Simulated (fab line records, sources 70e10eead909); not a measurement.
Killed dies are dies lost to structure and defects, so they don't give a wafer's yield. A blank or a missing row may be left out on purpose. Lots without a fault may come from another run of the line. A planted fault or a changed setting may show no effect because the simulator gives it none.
A struck lot beside a sound one | flow nand_harc | 13 steps out of a route of 1159
Sound: wafers L365.3, L365.5, L365.6. Struck: wafers L361.3, L361.5. (L361.6 of the same lot was not struck and is left out.) The cause comes at the end.
At each step with rows: each side's tool, then ch and its chambers, then its first start. Under that, the readings that differ: sound wafers | struck wafers | difference of the means | sigmas: that difference in standard deviations of wafers without a fault.
alike: readings whose means differ by less than 2 such deviations, and words and numbers that are the same on both sides. not compared: withheld readings, readings that some wafer has no value for, bounds like >300 that may hide the same value, and numbers for which the record gives no deviation and whose values overlap.
The two part at a step that has a row with sigmas, a row that says differs or no value, or rows on one side only. Numbers that don't overlap but have no deviation are shown without sigmas and don't part them. A reading that every wafer of one side lacks parts them only if that side has two wafers or more.

NHARC_A_SLIT_ETCH_29: etches the open film in CF4/O2, target depth 100 nm, overetch 10 nm, time 55 s.
  sound on rie_diel-13 ch 0,1,2, day 17 12:07; struck on rie_diel-13 ch 2, day 17 02:11
  alike: drypump_motor_current_A, oes_product_au, rf_fwd_power_W, rf_vpp_V, showerhead_plenum_p_Torr, throttle_valve_pct
  not compared: rf_hours_counter_h
NHARC_A_SLIT_STRIP_18: strips in O2.
  sound on rie_diel-13 ch 0,2,3; struck on rie_diel-13 ch 1,2
  reading               | sound             | struck      | difference | sigmas
  oes_product_au (a.u.) | 1.004 1.015 0.996 | 0.984 0.989 | -0.018     | -2
  alike: drypump_motor_current_A, rf_vpp_V, showerhead_plenum_p_Torr, throttle_valve_pct
  not compared: rf_hours_counter_h
then, 2 steps without rows for these wafers: NHARC_A_SLIT_PRECLEAN_19 (cleans in SC1); NHARC_A_SLIT_SRD_20.
NHARC_A_SLIT_CD_MEAS_21:
  sound on cd_sem-01, day 17 12:38; struck on cd_sem-03, day 17 02:43
  reading    | sound             | struck      | difference | sigmas
  cd_nm (nm) | 289.5 290.0 290.1 | 287.9 287.6 | -2.1       | -2
then, 3 steps without rows for these wafers: NHARC_A_SIN_REMOVE_WET_00 (chemistry H3PO4, time 15300 s); NHARC_A_SIN_REMOVE_PRECLEAN_01 (cleans in SC1); NHARC_A_SIN_REMOVE_SRD_02.
NHARC_A_SIN_REMOVE_INSPECT_04:
  sound on defect_inspect-01, day 17 18:47; struck on defect_inspect-02, day 17 10:23
  alike: raw_defect_count
NHARC_A_WL_FILL_ALD_00: deposits Al2O3, target thk 3 nm, pulse time 3 s, ald cycles 30.
  sound on ald_hk-02 ch 0,1, day 17 20:27; struck on ald_hk-03 ch 1,2, day 17 10:28
  alike: heater_power_w, precursor_pulse_height_rel
  not compared: ald_cycles
NHARC_A_WL_FILL_RTA_01: time 5 s.
  sound on rtp_anneal-02 ch 0, day 17 20:44; struck on rtp_anneal-02 ch 0, day 17 10:46
  alike: lamp_power_pct, lamp_zone_5_pct, wafer_temp_C_max
NHARC_A_WL_FILL_ALD_02: deposits TiN, target thk 2 nm, pulse time 3 s, ald cycles 100.
  sound on ald_metal-03 ch 0,1, day 17 20:54; struck on ald_metal-04 ch 0, day 17 10:56
  reading    | sound       | struck  | difference | sigmas
  ald_cycles | 100 100 100 | 144 144 | +44        |
  alike: heater_power_w, precursor_pulse_height_rel
-- the record jumps here: 5 days lie between the struck wafers' starts before and after (it left off in module A_WL_FILL and takes up again in module END, whose first step shown is number 1159 of the route) --
NHARC_END_SORT_01:
  sound on prober-01 ch 0, day 22 15:07; struck on prober-01 ch 0, day 22 00:21
  alike: killed_at_array, killed_at_other, killed_at_periphery, killed_dies, killed_open, killed_short

WHERE THEY PART
First at NHARC_A_SLIT_STRIP_18; last, within this record, at NHARC_A_SLIT_CD_MEAS_21. Later steps at which nothing parts them and some readings are alike: NHARC_A_SIN_REMOVE_INSPECT_04, NHARC_A_WL_FILL_ALD_00, NHARC_A_WL_FILL_RTA_01, NHARC_A_WL_FILL_ALD_02, NHARC_END_SORT_01.

WHY: what the simulator had put in
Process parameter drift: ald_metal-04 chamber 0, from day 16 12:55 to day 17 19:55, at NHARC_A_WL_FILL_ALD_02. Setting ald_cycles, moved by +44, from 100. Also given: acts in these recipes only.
